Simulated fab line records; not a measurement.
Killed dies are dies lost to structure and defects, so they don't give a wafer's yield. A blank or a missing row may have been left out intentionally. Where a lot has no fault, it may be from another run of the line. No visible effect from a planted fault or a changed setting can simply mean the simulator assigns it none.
One fault seen from 2 desks || flow n5 finfet || each desk has only its own numbers; what lay behind them comes last

== TOOL OWNER'S DESK, rie diel-01 ==
The tool's own readings at N5_BEOL_M6_ETCH_61 (etches SiARC in CF4, target depth 45.5 nm, time 75.8 s): means of the sampled wafers that have a number, for each lot that ran on this tool. Any lot whose mean is over 4 standard deviations away from the usual mean is out of limits and marked OUT; that distance is given in the brackets.
Columns: A = drypump motor current A at N5_BEOL_M6_ETCH_61, usual 5.9 A; B = etch rf on time s at N5_BEOL_M6_ETCH_61, usual 75.3 s; C = oes product au at N5_BEOL_M6_ETCH_61, usual 0.70 a.u.; D = rf vpp V at N5_BEOL_M6_ETCH_61, usual 184.3 V; E = showerhead plenum p Torr at N5_BEOL_M6_ETCH_61, usual 2.17 Torr; F = throttle valve pct at N5_BEOL_M6_ETCH_61, usual 15.51 %
{"lot": "L168", "first seen here": "day 13 07:53", "A": 6.0, "B": 78.0, "C": 0.62, "D": 184.2, "E": 2.16, "F": 15.55}
{"lot": "L169", "first seen here": "day 13 08:08", "A": 5.9, "B": 76.2, "C": 0.68, "D": 183.8, "E": 2.16, "F": 15.55}
Result from this desk: across the 2 lots, nothing is out of limits.

== THE DEFECT DESK ==
Per lot, the means of the sampled wafers with a number show what the inspections along the route counted. Any lot whose mean is over 4 standard deviations away from the usual mean is out of limits and marked OUT; that distance is given in the brackets.
Columns: A = raw defect count at N5_BEOL_M6_INSPECT_30, usual 419
{"lot": "L169", "first seen here": "day 13 10:04", "A": "922 (+4.6) OUT"}
{"lot": "L168", "first seen here": "day 13 10:14", "A": 853}
{"lot": "L186", "first seen here": "day 18 02:07", "A": 355}
{"lot": "L187", "first seen here": "day 18 11:23", "A": 461}
Finding of this desk: L169 out of limits; the first was L169 at day 13 10:04, on raw defect count at N5_BEOL_M6_INSPECT_30. L168, L186, L187 stayed within limits.

== ALL TOGETHER ==
The defect desk could have raised an alarm at day 13 10:04, on L169.
The tool owner's desk saw nothing out of limits.
Tool owner's desk: L169 on record, inside its limits.
The lots listed all ran N5_BEOL_M6_ETCH_61 on rie diel-01.

== WHAT WAS PUT IN BY THE SIMULATOR ==
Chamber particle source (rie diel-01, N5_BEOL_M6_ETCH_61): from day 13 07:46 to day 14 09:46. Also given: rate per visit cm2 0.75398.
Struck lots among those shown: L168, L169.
Hours from the fault's start to each desk's first reading out of limits: the defect desk, 2.
